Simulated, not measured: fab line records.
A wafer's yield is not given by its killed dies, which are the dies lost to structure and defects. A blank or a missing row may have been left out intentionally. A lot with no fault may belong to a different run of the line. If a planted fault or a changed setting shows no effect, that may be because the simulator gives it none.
fab line records -- flow n5-finfet
record lots=5, wafers=15, last-day=18
route steps=1938 shown BEOL_M4@1048 PASSIVATION@1936
lots that met no fault: from a run of the same line without faults
start-h: the number of hours between the record's first day and the start of the first shown wafer of the lot -- wait-h: hours from the lot's prior step to this one -- " unchanged from the row above -- L1.1+2: a row that stands for several wafers -- - no value, or no start was given -- * or withheld: withheld -- < > ~ a bound
route shown NAME@n: NAME is a module with steps in the file, n the number in the route of the first one -- usual: average and standard deviation across the fault-free wafers -- same: alike in all rows -- chamber/n: place in a boat -- sites: per-site readings -- _std_site: their standard deviation -- _edge_site: the outer-site mean with the inner-site mean subtracted -- radius-mm: for every site, how far away it sits from the centre of the wafer -- mask NAME#n: copy n -- behind: the last tool/chamber to shape the wafer -- hold: the reason the lot was held/the length of the hold in hours/how it ended -- device: the n, p or np transistor that did not switch -- end of line: the tests these same wafers got at the end of their route -- step lacking rows: just its recipe -- killed: the dies lost at the first sort to structure and to defects; this is not the yield of the wafer -- map: the dies of a wafer, with x for killed, . for not killed, _ for no die there
set.NAME: setting as actually run; set.NAME@STEP: the setting as run at that earlier step -- model.NAME: the simulator's own value behind a step, which no gauge read
certain route steps with their lots: each step a table, each wafer a row
services: from which hour (start-h, from the record's first day; less than 0 if before it) a tool's chamber was out of use, for how many hours, and why
## steps
# step N5_BEOL_M4_COAT_68
# recipe resist=SiARC, temp-c=220, time-s=60, spin-rpm=1500, resist-thk-nm=12
# step N5_BEOL_M4_COAT_76
# recipe resist=underlayer, temp-c=205, time-s=60, spin-rpm=1500, resist-thk-nm=5
# step N5_BEOL_M4_COAT_22
# recipe resist=CAR-EUV, spin-rpm=1500, resist-thk-nm=30
# step N5_BEOL_M4_EBR_24
# recipe solvent=PGMEA, ebr-width-mm=1.5
# step N5_BEOL_M4_SOFTBAKE_23
# recipe temp-c=110, time-s=60, resist=CAR-EUV
# step N5_BEOL_M4_EXPOSE_25
# recipe mask-id=V3, na=0.33, source-shape=quasar, sigma-inner=0.2, sigma-outer=0.8, polarization=unpolarized, defocus-nm=5, dose-mj=63
# step N5_BEOL_M4_PEB_26
# recipe peb-temp-c=100, peb-time-s=60, resist=CAR-EUV
# step N5_BEOL_M4_DEVELOP_27
# recipe develop-time-s=30, developer=TMAH, resist=CAR-EUV, rinse-liquid=surfactant-rinse, dry=air-spin, dev-temp-c=23
# step N5_BEOL_M4_CD_MEAS_28
# recipe target-cd-nm=26.2, landing-energy-ev=500, detector=se-inlens, target-cd-y-nm=24.1, polarity=opening
# usual cd-nm=26.25/0.23
lot.wafer,tool,chamber,start-h,wait-h,cd-nm
L931.2,cd-sem-02,0,191.15,-,26.23
L931.3,cd-sem-02,0,191.15,-,26.31
L931.5,cd-sem-02,0,191.15,-,26.01
L932.1,cd-sem-02,0,194.76,-,26.24
L932.4,cd-sem-02,0,194.76,-,26.06
L932.6,cd-sem-02,0,194.76,-,26.34
L940.1,cd-sem-03,0,236.72,-,26.67
L940.2,cd-sem-03,0,236.72,-,26.39
L940.5,cd-sem-03,0,236.72,-,26.38
L949.2,cd-sem-02,0,298.17,-,26.04
L949.4,cd-sem-02,0,298.17,-,26.41
L949.6,cd-sem-02,0,298.17,-,26.01
L953.2,cd-sem-03,0,313.60,-,25.92
L953.5,cd-sem-03,0,313.60,-,26.09
L953.6,cd-sem-03,0,313.60,-,26.37
# step N5_BEOL_M4_OVL_MEAS_29
# recipe points-per-wafer=522
# usual V3_OVL=-0.1/0.84
lot.wafer,tool,chamber,start-h,wait-h,V3_OVL[nm]
L931.2,overlay-02,0,191.19,0.0,1.2
L931.3,overlay-02,0,191.19,0.0,1.3
L931.5,overlay-02,0,191.19,0.0,-0.1
L932.1,overlay-02,0,194.79,0.0,-0.4
L932.4,overlay-02,0,194.79,0.0,-0.5
L932.6,overlay-02,0,194.79,0.0,0.9
L940.1,overlay-01,0,236.75,0.0,0.3
L940.2,overlay-01,0,236.75,0.0,-0.2
L940.5,overlay-01,0,236.75,0.0,1.0
L949.2,overlay-01,0,298.20,0.0,-0.4
L949.4,overlay-01,0,298.20,0.0,-0.5
L949.6,overlay-01,0,298.20,0.0,0.5
L953.2,overlay-01,0,313.63,0.0,-0.3
L953.5,overlay-01,0,313.63,0.0,0.2
L953.6,overlay-01,0,313.63,0.0,-0.4
# step N5_BEOL_M4_INSPECT_30
# recipe mode=adi, inspect-instrument=brightfield
# usual raw-defect-count=426/110
lot.wafer,tool,chamber,start-h,wait-h,raw-defect-count
L931.2,defect-inspect-02,-,191.24,0.0,453
L931.3,defect-inspect-02,-,191.24,0.0,535
L931.5,defect-inspect-02,-,191.24,0.0,574
L932.1,defect-inspect-01,-,194.84,0.1,320
L932.4,defect-inspect-01,-,194.84,0.1,337
L932.6,defect-inspect-01,-,194.84,0.1,372
L940.1,defect-inspect-01,-,236.81,0.1,277
L940.2,defect-inspect-01,-,236.81,0.1,380
L940.5,defect-inspect-01,-,236.81,0.1,397
L949.2,defect-inspect-01,-,298.26,0.0,437
L949.4,defect-inspect-01,-,298.26,0.0,368
L949.6,defect-inspect-01,-,298.26,0.0,351
L953.2,defect-inspect-01,-,313.69,0.0,204
L953.5,defect-inspect-01,-,313.69,0.0,190
L953.6,defect-inspect-01,-,313.69,0.0,217
# step N5_BEOL_M4_DESCUM_33
# recipe chemistry=O2, time-s=7, source-power-w=50, bias-power-w=20, pressure-mtorr=20, rf-frequency-hz=2.712e+07, temp-c=40, resist=CAR-EUV, o2-flow-sccm=225
# usual drypump-motor-current-A=5.6/0.48, oes-product-au=0.80/0.082, rf-vpp-V=243.3/1.5, showerhead-plenum-p-Torr=2.09/0.077, throttle-valve-pct=20.39/0.2
lot.wafer,tool,chamber,start-h,wait-h,drypump-motor-current-A,oes-product-au,rf-hours-counter-h,rf-vpp-V,showerhead-plenum-p-Torr,throttle-valve-pct
L931.2,rie-diel-06,3,191.27,0.0,5.0,0.92,29,245.8,2.22,20.54
L931.3,rie-diel-06,2,191.27,0.0,5.4,0.68,246,243.5,2.16,20.72
L931.5,rie-diel-06,3,191.27,0.0,4.9,0.93,-,245.6,2.22,20.53
L932.1,rie-diel-04,2,194.88,0.0,6.8,0.67,220,241.1,2.05,20.78
L932.4,rie-diel-04,1,194.88,0.0,5.7,0.73,181,241.6,2.00,20.10
L932.6,rie-diel-04,1,194.88,0.0,5.7,0.74,-,243.8,2.00,20.09
L940.1,rie-diel-06,3,236.84,0.0,5.0,0.90,46,244.6,2.22,20.55
L940.2,rie-diel-06,0,236.84,0.0,5.3,0.87,38,245.6,2.12,20.33
L940.5,rie-diel-06,0,236.84,0.0,5.3,0.87,-,245.0,2.12,20.34
L949.2,rie-diel-06,0,298.61,0.4,5.3,0.83,58,242.8,2.12,20.36
L949.4,rie-diel-06,1,298.61,0.4,5.9,0.84,78,243.9,2.20,20.29
L949.6,rie-diel-06,1,298.61,0.4,5.9,0.83,-,246.9,2.20,20.29
L953.2,rie-diel-04,3,313.72,0.0,5.8,0.67,239,241.4,2.06,20.32
L953.5,rie-diel-04,2,313.72,0.0,6.8,1.00,-,244.1,2.04,20.41
L953.6,rie-diel-04,1,313.72,0.0,5.7,0.71,-,241.6,1.98,20.18
# step N5_BEOL_M4_ETCH_77
# recipe chemistry=N2/H2, target=underlayer, target-depth-a=65, mask-material=CAR-EUV, time-s=5.2, ion-energy-ev=200, pressure-mtorr=30, source-w=840, bias-w=150, n2-flow-sccm=200, h2-flow-sccm=200, ends=cleared
# usual drypump-motor-current-A=5.6/0.48, etch-rf-on-time-s=5.19/0.1, oes-product-au=0.68/0.071, rf-vpp-V=524.0/2.9, showerhead-plenum-p-Torr=2.54/0.095, throttle-valve-pct=17.78/0.19
lot.wafer,tool,chamber,start-h,wait-h,drypump-motor-current-A,etch-rf-on-time-s,oes-product-au,rf-hours-counter-h,rf-vpp-V,showerhead-plenum-p-Torr,throttle-valve-pct
L931.2,rie-diel-06,3,191.31,0.0,5.0,5.03,0.80,29,529.5,2.69,17.78
L931.3,rie-diel-06,2,191.31,0.0,5.4,5.04,0.59,246,525.4,2.58,17.92
L931.5,rie-diel-06,3,191.31,0.0,5.0,5.03,0.80,-,527.2,2.69,17.78
L932.1,rie-diel-04,2,194.91,0.0,6.7,5.38,0.57,220,524.4,2.51,18.27
L932.4,rie-diel-04,1,194.91,0.0,5.8,5.21,0.64,181,521.6,2.43,17.52
L932.6,rie-diel-04,1,194.91,0.0,5.8,5.21,0.64,-,521.6,2.43,17.51
L940.1,rie-diel-06,3,236.88,0.0,4.9,5.03,0.77,46,527.3,2.68,17.81
L940.2,rie-diel-06,0,236.88,0.0,5.3,5.20,0.76,38,524.9,2.59,17.82
L940.5,rie-diel-06,0,236.88,0.0,5.3,5.25,0.75,-,523.6,2.59,17.82
L949.2,rie-diel-06,0,298.64,0.0,5.3,5.21,0.72,58,521.8,2.58,17.88
L949.4,rie-diel-06,1,298.64,0.0,5.9,5.03,0.73,78,528.8,2.69,17.77
L949.6,rie-diel-06,1,298.64,0.0,5.9,5.07,0.73,-,527.5,2.69,17.78
L953.2,rie-diel-04,3,313.76,0.0,5.8,5.23,0.57,239,522.8,2.50,17.68
L953.5,rie-diel-04,2,313.76,0.0,6.8,6.72,0.74,-,522.2,2.50,17.88
L953.6,rie-diel-04,1,313.76,0.0,5.7,5.19,0.61,-,520.2,2.41,17.56
# step N5_BEOL_M4_ETCH_69
# recipe chemistry=CF4, target=SiARC, target-depth-a=156, mask-material=CAR-EUV, time-s=26, ion-energy-ev=80, pressure-mtorr=40, source-w=545, bias-w=36, Ar_flow_sccm=100, cf4-flow-sccm=100, ends=cleared
# usual drypump-motor-current-A=5.6/0.48, etch-rf-on-time-s=26.0/0.52, oes-product-au=0.69/0.071, rf-vpp-V=184.1/1.2, showerhead-plenum-p-Torr=2.15/0.081, throttle-valve-pct=15.60/0.17
lot.wafer,tool,chamber,start-h,wait-h,drypump-motor-current-A,etch-rf-on-time-s,oes-product-au,rf-hours-counter-h,rf-vpp-V,showerhead-plenum-p-Torr,throttle-valve-pct
L931.2,rie-diel-06,3,191.32,0.0,5.0,25.1,0.80,29,185.5,2.28,15.75
L931.3,rie-diel-06,2,191.32,0.0,5.3,25.0,0.60,246,183.0,2.19,15.85
L931.5,rie-diel-06,3,191.32,0.0,5.0,25.3,0.80,-,186.8,2.28,15.75
L932.1,rie-diel-04,2,194.93,0.0,6.8,27.0,0.58,220,184.6,2.12,16.04
L932.4,rie-diel-04,1,194.93,0.0,5.7,26.0,0.64,181,182.5,2.05,15.40
L932.6,rie-diel-04,1,194.93,0.0,5.7,25.8,0.65,-,184.2,2.05,15.39
L940.1,rie-diel-06,3,236.89,0.0,5.0,25.3,0.77,46,185.1,2.27,15.81
L940.2,rie-diel-06,0,236.89,0.0,5.3,25.8,0.76,38,185.6,2.17,15.50
L940.5,rie-diel-06,0,236.89,0.0,5.3,26.1,0.75,-,183.1,2.18,15.48
L949.2,rie-diel-06,0,298.66,0.0,5.3,26.1,0.72,58,184.4,2.17,15.54
L949.4,rie-diel-06,1,298.66,0.0,5.9,25.6,0.72,78,185.4,2.27,15.56
L949.6,rie-diel-06,1,298.66,0.0,5.9,25.9,0.72,-,185.7,2.27,15.58
L953.2,rie-diel-04,3,313.77,0.0,5.8,26.3,0.57,239,183.8,2.12,15.66
L953.5,rie-diel-04,2,313.77,0.0,6.8,26.2,0.86,-,184.4,2.11,15.60
L953.6,rie-diel-04,1,313.77,0.0,5.7,25.7,0.62,-,182.4,2.04,15.49
# step N5_BEOL_M4_RC_MEAS_101
# usual DIBL_N=36.0/2.2, DIBL_P=36.2/2.4, IOFF_N=0.16/0.035, IOFF_P=0.21/0.037, ION_N=672/13, ION_P=461/7, SS_N=71.4/0.69, SS_P=73.2/0.75, VT_N=250/3.4, VT_P=-251/3
lot.wafer,tool,chamber,start-h,wait-h,DIBL_N[mV/V],DIBL_P[mV/V],IOFF_N[nA/um],IOFF_P[nA/um],ION_N[uA/um],ION_P[uA/um],SS_N[mV/dec],SS_P[mV/dec],VT_N[mV],VT_P[mV]
L932.1,prober-01,0,202.39,0.0,38.2,37.7,0.19,0.24,680,462,71.8,74.0,246,-247
L932.4,prober-01,0,202.39,0.0,36.0,35.7,0.15,0.21,675,462,71.6,73.1,248,-253
L932.6,prober-01,0,202.39,0.0,35.5,33.4,0.13,0.17,665,453,71.6,72.9,251,-254
L931.2,prober-02,0,207.85,0.2,35.1,37.4,0.16,0.23,676,470,72.0,72.7,252,-248
L931.3,prober-02,0,207.85,0.2,31.4,32.0,0.11,0.15,659,454,69.9,71.6,255,-252
L931.5,prober-02,0,207.85,0.2,29.9,30.3,0.08,0.13,643,443,70.3,71.0,257,-256
L940.1,prober-02,0,264.42,0.0,35.7,36.6,0.16,0.26,674,473,71.2,73.6,250,-249
L940.2,prober-02,0,264.42,0.0,36.3,35.6,0.16,0.24,670,464,71.5,73.7,248,-247
L940.5,prober-02,0,264.42,0.0,34.7,33.7,0.14,0.21,664,467,71.6,72.2,252,-249
L949.2,prober-02,0,322.19,0.2,38.1,39.9,0.19,0.26,669,465,72.0,73.9,248,-246
L949.4,prober-02,0,322.19,0.2,35.9,36.5,0.15,0.20,660,451,71.4,73.1,253,-252
L949.6,prober-02,0,322.19,0.2,34.2,34.5,0.13,0.16,658,449,70.9,72.6,253,-252
L953.2,prober-01,0,341.25,0.2,38.0,36.8,0.19,0.22,691,470,71.4,73.7,244,-248
L953.5,prober-01,0,341.25,0.2,38.4,37.7,0.18,0.24,679,466,71.6,73.9,247,-250
L953.6,prober-01,0,341.25,0.2,39.5,40.4,0.24,0.29,702,484,72.3,74.4,245,-247
# step N5_PASSIVATION_PROBE_49
# usual defect-limited-yield=91.2/1.4, killed_at_M0_to_M3=34/9.4, killed_at_M4_up=14/5.6, killed-at-contacts=13/7.8, killed-at-front-end=37/10, killed-at-other=4/3.3, killed-dies=103/17, killed-open=68/13, killed-short=33/8.2, sort_bin_5_function=5.1/0.92, sort_bin_6_memory=3.3/0.71, sort_bin_8_speed=0.01/0.043, sort-n-pass=1077/17, sort-yield-pct=91.2/1.4
# same gross-dies=1180, killed-at-back-side=0, sort_bin_4_leakage[%]=0
lot.wafer,tool,chamber,start-h,wait-h,defect-limited-yield[%],killed_at_M0_to_M3,killed_at_M4_up,killed-at-contacts,killed-at-front-end,killed-at-other,killed-dies,killed-open,killed-short,sort_bin_5_function[%],sort_bin_6_memory[%],sort_bin_8_speed[%],sort-n-pass,sort-yield-pct[%]
L940.1,prober-02,-,372.54,0.0,90.3,42,9,28,34,1,114,75,39,5.7,3.7,0,1066,90.3
L940.2,prober-02,-,372.59,0.1,91.2,39,11,19,35,0,104,64,39,5.3,3.3,0,1076,91.2
L940.5,prober-02,-,372.74,0.2,91.4,40,18,15,26,3,102,75,27,5.3,3.4,0,1078,91.4
L949.2,prober-02,-,434.85,0.1,90.1,41,22,19,32,3,117,88,28,7.2,2.6,0,1063,90.1
L949.4,prober-02,-,434.95,0.2,92.1,36,22,5,28,2,93,55,31,4.7,2.4,0,1087,92.1
L953.2,prober-02,-,441.06,0.2,90.8,37,18,8,45,1,109,75,33,4.9,4.1,0,1071,90.8
L953.5,prober-02,-,441.21,0.3,90.2,51,17,9,37,2,116,59,55,5.7,3.6,0,1064,90.2
L953.6,prober-02,-,441.26,0.4,91.9,43,21,11,17,4,96,67,26,4.2,3.6,0,1084,91.9
# killed by level:class
L940.1 MOL_CONTACT_COAG:geometric-particle:open=23 BEOL_M0_SAQP:geometric-particle:short=15 GATE_CUT:geometric-particle:open=10 BEOL_M0_SAQP:geometric-particle:open=10 STI_FIN_REVEAL:geometric-particle:open=6 GATE_CUT:geometric-particle:short=6 MOL_CONTACT_COAG:geometric-particle:short=5 BEOL_M1:geometric-particle:open=5
L940.2 BEOL_M3:geometric-particle:open=16 MOL_CONTACT_COAG:geometric-particle:open=13 FIN_SAQP:geometric-particle:short=10 BEOL_M0_SAQP:geometric-particle:short=9 GATE_CUT:geometric-particle:short=7 MOL_CONTACT_COAG:geometric-particle:short=6 BEOL_M0_SAQP:geometric-particle:open=5 BEOL_M2:geometric-particle:open=4
L940.5 MOL_CONTACT_COAG:geometric-particle:open=13 BEOL_M2:geometric-particle:open=9 BEOL_M3:geometric-particle:open=7 BEOL_M0_SAQP:geometric-particle:open=7 BEOL_M0_SAQP:geometric-particle:short=7 FIN_SAQP:geometric-particle:open=6 BEOL_M1:geometric-particle:open=6 GATE_CUT:geometric-particle:open=5
L949.2 MOL_CONTACT_COAG:geometric-particle:open=16 BEOL_M1:geometric-particle:open=12 BEOL_M4:geometric-particle:open=11 BEOL_M2:geometric-particle:open=10 FIN_SAQP:geometric-particle:open=9 BEOL_M3:geometric-particle:open=7 BEOL_M0_SAQP:geometric-particle:open=6 FIN_SAQP:geometric-particle:short=5
L949.4 BEOL_M3:geometric-particle:open=14 BEOL_M4:geometric-particle:open=11 FIN_SAQP:geometric-particle:short=10 BEOL_M1:geometric-particle:open=6 HKMG_FIN:area-etch=6 MOL_CONTACT_COAG:geometric-particle:open=5 BEOL_M0_SAQP:geometric-particle:open=5 BEOL_M1:geometric-particle:short=5
L953.2 STI_FIN_REVEAL:geometric-particle:open=19 BEOL_M4:geometric-particle:open=10 FIN_SAQP:geometric-particle:open=6 FIN_SAQP:geometric-particle:short=6 MOL_CONTACT_COAG:geometric-particle:open=6 BEOL_M3:geometric-particle:open=6 BEOL_M1:geometric-particle:short=5 BEOL_M1:geometric-particle:open=5
L953.5 BEOL_M0_SAQP:geometric-particle:short=15 BEOL_M0_SAQP:geometric-particle:open=10 DUMMY_GATE:geometric-particle:open=10 BEOL_M4:geometric-particle:open=9 FIN_SAQP:geometric-particle:short=7 DUMMY_GATE:geometric-particle:short=7 MOL_CONTACT_COAG:geometric-particle:open=7 FIN_SAQP:geometric-particle:open=5
L953.6 BEOL_M4:geometric-particle:open=14 BEOL_M1:geometric-particle:open=12 MOL_CONTACT_COAG:geometric-particle:open=7 BEOL_M0_SAQP:geometric-particle:short=7 BEOL_M0_SAQP:geometric-particle:open=7 BEOL_M1:geometric-particle:short=6 BEOL_M2:geometric-particle:open=5 FIN_SAQP:geometric-particle:open=4
## services
tool,chamber,start-h,hours,kind
rie-diel-06,-,202.66,1.0,repair
rie-diel-06,2,215.81,-,clean
rie-diel-06,2,215.81,-,consumable-replace:focus-ring
rie-diel-06,2,215.81,15.1,scheduled-down
rie-diel-06,2,215.81,15.1,vent-cycle
rie-diel-04,2,281.12,-,clean
rie-diel-04,2,281.12,-,consumable-replace:focus-ring
rie-diel-04,2,281.12,32.3,scheduled-down
rie-diel-04,2,281.12,32.3,vent-cycle
## key
first-sign step=N5_BEOL_M4_ETCH_77, reading=etch-rf-on-time-s, direction=up, sigmas=15, usual=*, struck=*
effect none on later readings
met-at N5_BEOL_M4_ETCH_77
struck-wafers L953.5
onset-between 194.91 313.76
fault kind=process-parameter-drift, tool=rie-diel-04, chamber=2, onset-h=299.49, steps=N5_BEOL_M4_ETCH_77, channel=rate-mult, offset=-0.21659, shape=step, end-h=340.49
